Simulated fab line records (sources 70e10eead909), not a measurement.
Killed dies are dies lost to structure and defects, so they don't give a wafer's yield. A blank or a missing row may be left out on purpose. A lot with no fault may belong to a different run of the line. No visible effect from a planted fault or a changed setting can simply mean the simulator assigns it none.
A single fault, viewed from 2 desks + flow nand harc + only its own numbers are on each desk; what lay behind them is given at the end

## THE DEFECT DESK
For each lot, the counts of the inspections along the route, averaged over the sampled wafers that have a number. Marked OUT: a lot whose mean sits more than 4 standard deviations from the usual mean, which makes it out of limits; the brackets give that distance.
Columns: A = raw defect count at NHARC_P_M1_INSPECT_27, usual 331
| lot  | first seen here | A   |
|------|-----------------|-----|
| L601 | day 6 07:28     | 403 |
| L604 | day 7 15:50     | 424 |
| L606 | day 8 08:11     | 413 |
| L607 | day 8 21:13     | 351 |
| L608 | day 9 10:16     | 350 |
| L612 | day 10 22:53    | 190 |
| L615 | day 12 11:31    | 305 |
| L616 | day 12 12:13    | 342 |
| L618 | day 13 10:44    | 358 |
| L622 | day 14 21:13    | 326 |
| L623 | day 15 11:37    | 234 |
| L624 | day 15 23:08    | 247 |
This desk found nothing out of limits on any of the 12 lots.

## FOR THE TOOL OWNER'S DESK: litho track-04
Per lot that ran on this tool, the mean of the sampled wafers carrying a number, from the tool's own readings at NHARC_P_M2_SOFTBAKE_04 (time 55 s). Marked OUT: a lot whose mean sits more than 4 standard deviations from the usual mean, which makes it out of limits; the brackets give that distance.
Columns: A = heater power total W at NHARC_P_M2_SOFTBAKE_04, usual 188.44 W
| lot  | first seen here | A                |
|------|-----------------|------------------|
| L615 | day 12 12:00    | 197.47 (+69) OUT |
| L618 | day 13 11:00    | 197.66 (+71) OUT |
| L624 | day 16 00:00    | 188.46           |
This desk's finding: out of limits on L615, L618; first on L615, day 12 12:00 (heater power total W at NHARC_P_M2_SOFTBAKE_04). Within limits: L624.

## BROUGHT TOGETHER
The tool owner's desk could have raised an alarm at day 12 12:00, on L615, L618.
The defect desk saw nothing out of limits.
The defect desk has L615, L618 on record, within its limits.
NHARC_P_M2_SOFTBAKE_04 was run on litho track-04 by each of the lots named.

## WHAT THE SIMULATOR PUT IN
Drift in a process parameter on litho track-04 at NHARC_P_M2_SOFTBAKE_04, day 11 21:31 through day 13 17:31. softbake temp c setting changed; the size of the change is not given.
Shown lots that were struck: L615, L618.
Each desk's first reading out of limits, in hours after the fault started: the tool owner's desk, 14.
